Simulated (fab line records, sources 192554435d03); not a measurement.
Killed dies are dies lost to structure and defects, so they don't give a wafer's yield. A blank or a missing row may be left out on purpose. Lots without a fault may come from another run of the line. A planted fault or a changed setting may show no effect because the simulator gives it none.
Problem report in the 8D (eight disciplines) form, filled by code | flow n5_finfet | the parts of the form that need people (team, actions taken, sign-off) are left out

1. THE PROBLEM
spin_speed_rpm at N5_BEOL_M10_COAT_59 reads a mean of 1546.6 rpm on 6 wafers of 2 lots; wafers without a fault read 1500.1 rpm with a standard deviation of 1.1. That is +42 standard deviations from the usual mean.
The step: time 60 s, resist thk 100 nm.
First seen on wafer L764.3, day 12 01:47, on litho_track-04. The record holds 33 wafers of 11 lots with a number at this step. Rule for "out", or "out of limits": more than 4 standard deviations from the usual mean. The other wafers with a number count as sound.

2. WHAT IT IS AND WHAT IT IS NOT
question                    | is                     | is not
which readings at this step | spin_speed_rpm         | dispense_pressure_kPa
which lots                  | L764, L766             | L756, L758, L759, L760, L761, L775, L776, L777, L778
which wafers of those lots  | all that have a number | -
read on which tools         | litho_track-04         | litho_track-03, litho_track-05
when                        | from day 12 01:47      | up to then (15 sound wafers); but 12 sound wafers of L775, L776, L777, L778 came after

3. SUSPECTS, AND WHAT RULES EACH OUT
Counting: a tool at a process step up to the reading stays a suspect if it ran every lot that is out and no sound lot after the first of them.
- uv_cure-02 at N5_BEOL_M9_CURE_72 (cures SiCOH lowk, time 120 s): ruled out as a lasting fault. Sound lots L776, L777, L778 ran on it after its first lot that is out, L764 (day 11 21:49).
- litho_track-04 at N5_BEOL_M10_COAT_59 (time 60 s, resist thk 100 nm): ruled out as a lasting fault. Sound lots L776, L775, L778 ran on it after its first lot that is out, L764 (day 12 01:47).
Left after counting: nothing in the record.

4. THE CAUSE (what the simulator had put in)
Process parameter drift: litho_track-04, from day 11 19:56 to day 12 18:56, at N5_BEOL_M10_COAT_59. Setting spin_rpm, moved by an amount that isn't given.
Counting ruled it out, wrongly.

5. THE CHAIN OF EFFECTS, in route order
Each row: a reading whose mean over the struck wafers that have a number lies more than 3 standard deviations from the usual. Only readings for which the record gives a usual standard deviation are gone through. hours: the time from each lot's start at the first step in this table that gives one to its start at this step, as a median over the lots. sigmas: the change in usual standard deviations.
hours | step                | reading        | usual      | on struck wafers | change | sigmas
0     | N5_BEOL_M10_COAT_59 | spin_speed_rpm | 1500.1 rpm | 1546.6           | +46.5  | +42
The process steps in it:
- N5_BEOL_M10_COAT_59: time 60 s, resist thk 100 nm.

6. WHAT WOULD HAVE CAUGHT IT SOONER
In this record the first reading out of limits was taken at day 12 01:47, 6 hours after the fault began at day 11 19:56.
